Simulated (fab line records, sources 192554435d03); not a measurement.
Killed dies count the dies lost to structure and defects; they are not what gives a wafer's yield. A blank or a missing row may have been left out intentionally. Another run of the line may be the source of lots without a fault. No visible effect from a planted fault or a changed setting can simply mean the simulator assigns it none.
A struck lot beside a sound one    flow n5-finfet    37 out of 1938 route steps
Sound: the wafers L484.1, L484.4, L484.6. Struck: wafer L481.6 (left out: L481.4, a lot-mate that was not struck); the cause follows at the end.
For every step that has rows: the tool of each side, followed by ch and its chambers, followed by its first start. Under that, the readings that differ: sound wafers    struck wafers    difference of the means    sigmas: that difference in standard deviations of wafers without a fault.
alike: a reading whose means differ by less than 2 such deviations, as well as words and numbers matching on both sides. not compared: withheld readings; readings where some wafer has no value; bounds like >300 that might hide an equal value; numbers whose values overlap and for which the record gives no deviation.
A row with sigmas, a row that says differs or no value, or rows on one side alone: a step with any of these is where the two part. Numbers that don't overlap but have no deviation are shown without sigmas and don't part them. Lack of a reading on every wafer of one side parts them only where that side has two or more wafers.

first, 9 steps without rows for these wafers: N5_PMOS_HMC_CHANNEL_EPI_PRECLEAN_40 (cleans in DHF, time 30 s); N5_PMOS_HMC_CHANNEL_EPI_PRECLEAN_37 (cleans in O3/DIW, time 45 s); N5_PMOS_HMC_CHANNEL_EPI_PRECLEAN_24 (cleans in DHF, time 30 s); N5_PMOS_HMC_CHANNEL_EPI_SRD_25 (time 30 s); N5_PMOS_HMC_CHANNEL_EPI_EPI_26 (deposits Si from SiH4/H2, target thk 3.8 nm, time 22.7 s); N5_FIN_SAQP_PRECLEAN_42 (cleans in O3/DIW, time 60 s); N5_FIN_SAQP_PRECLEAN_00 (cleans in SC1, time 60 s); N5_FIN_SAQP_PRECLEAN_44 (cleans in SC2, time 45 s); N5_FIN_SAQP_SRD_01 (time 30 s).
N5_FIN_SAQP_ALD_61: deposits SiO2, target thk 4 nm, pulse time 1 s, purge time 2 s.
  sound on ald-sin-03 ch 1,2,3, day 6 02:13; struck on ald-sin-04 ch 3, day 5 08:42
reading                                    sound              struck  difference  sigmas
ald-cycles                                 43 43 43           82      +39         
model.SiO2_of_FIN_SAQP_ALD_61.thk-nm (nm)  3.994 3.964 3.982  7.628   +3.648      
  alike: heater-power-w, precursor-pulse-height-rel, susceptor-temp-C
  not compared: since-wet-clean-h
then, 24 steps without rows for these wafers: N5_FIN_SAQP_DENSIFY_62 (time 60 s); N5_FIN_SAQP_HM_DEP_03 (deposits SiNx from SiH4/NH3/N2, target thk 38 nm, time 33.6 s); N5_FIN_SAQP_PECVD_47 (deposits a-Si from SiH4/He, target thk 45 nm, time 36.3 s); N5_FIN_SAQP_PECVD_48 (deposits SiNx from SiH4/NH3/N2, target thk 25 nm, time 22.1 s); N5_FIN_SAQP_PECVD_06 (deposits a-Si from SiH4/He, target thk 60 nm, time 48.1 s); N5_FIN_SAQP_HM_DEP_72 (deposits SiO2 from SiH4/N2O, target thk 12 nm, time 7.2 s); N5_FIN_SAQP_COAT_49 (time 60 s, resist thk 100 nm); N5_FIN_SAQP_COAT_50 (time 60 s, resist thk 35 nm); N5_FIN_SAQP_COAT_10 (resist thk 90 nm); N5_FIN_SAQP_EBR_12; N5_FIN_SAQP_SOFTBAKE_11 (time 60 s); N5_FIN_SAQP_EXPOSE_13 (exposes mask FIN CORE, target cd 35.6 nm); N5_FIN_SAQP_PEB_14 (peb time 60 s); N5_FIN_SAQP_DEVELOP_15 (develop time 30 s); N5_FIN_SAQP_DESCUM_21 (chemistry O2, time 7.9 s); N5_FIN_SAQP_ETCH_51 (etches SiARC in CF4, target depth 45.5 nm, time 75.8 s); N5_FIN_SAQP_ETCH_52 (etches SOC in N2/H2, target depth 100 nm, overetch 20 nm, time 150 s); N5_FIN_SAQP_STRIP_53 (strips in N2/H2); N5_FIN_SAQP_HM_OPEN_73 (chemistry CHF3/O2, target SiO2, stops on a-Si, target depth 12 nm, time 16.8 s); N5_FIN_SAQP_STRIP_74 (strips in CHF3/O2); N5_FIN_SAQP_MANDREL_ETCH_22 (etches a-Si in HBr/Cl2, stops on SiNx, target depth 60 nm, bt time 10 s, time 30 s); N5_FIN_SAQP_STRIP_55 (strips in N2/H2); N5_FIN_SAQP_STRIP_23 (strips in SPM, time 750 s); N5_FIN_SAQP_SRD_66 (time 30 s).
N5_FIN_CUT_CUT_ETCH_27: etches SiO2 in CHF3/O2, target depth 4 nm, overetch 2 nm, time 4.9 s.
  sound on rie-diel-04 ch 1,2,3, day 6 08:53; struck on rie-diel-04 ch 2, day 5 15:51
reading                   sound              struck  difference  sigmas
oes-product-au (a.u.)     0.59 0.58 0.56     0.74    +0.16       +3
model.etch.depth-nm (nm)  3.994 3.964 3.982  6.003   +2.023      
  alike: bias-w, drypump-motor-current-A, oes_ar_750_au, rf-vpp-V, showerhead-plenum-p-Torr, throttle-valve-pct
  not compared: rf-hours-counter-h
N5_BEOL_M4_RC_MEAS_101:
  the record has rows for the sound wafers here (prober-02 ch 0, day 12 22:11) and none for the struck ones
-- a jump in the record: the struck wafers' starts before and after are 11 days apart (it breaks off in module BEOL_M4 and resumes in module PASSIVATION, where the first step shown is number 1936 of the route) --
N5_PASSIVATION_PROBE_49:
  only the struck wafers here have rows in the record (prober-01, day 17 02:55); the sound ones have none

WHERE THEY PART
Earliest at N5_FIN_CUT_CUT_ETCH_27; latest, in this record, at N5_PASSIVATION_PROBE_49.

WHY: what had been put in by the simulator
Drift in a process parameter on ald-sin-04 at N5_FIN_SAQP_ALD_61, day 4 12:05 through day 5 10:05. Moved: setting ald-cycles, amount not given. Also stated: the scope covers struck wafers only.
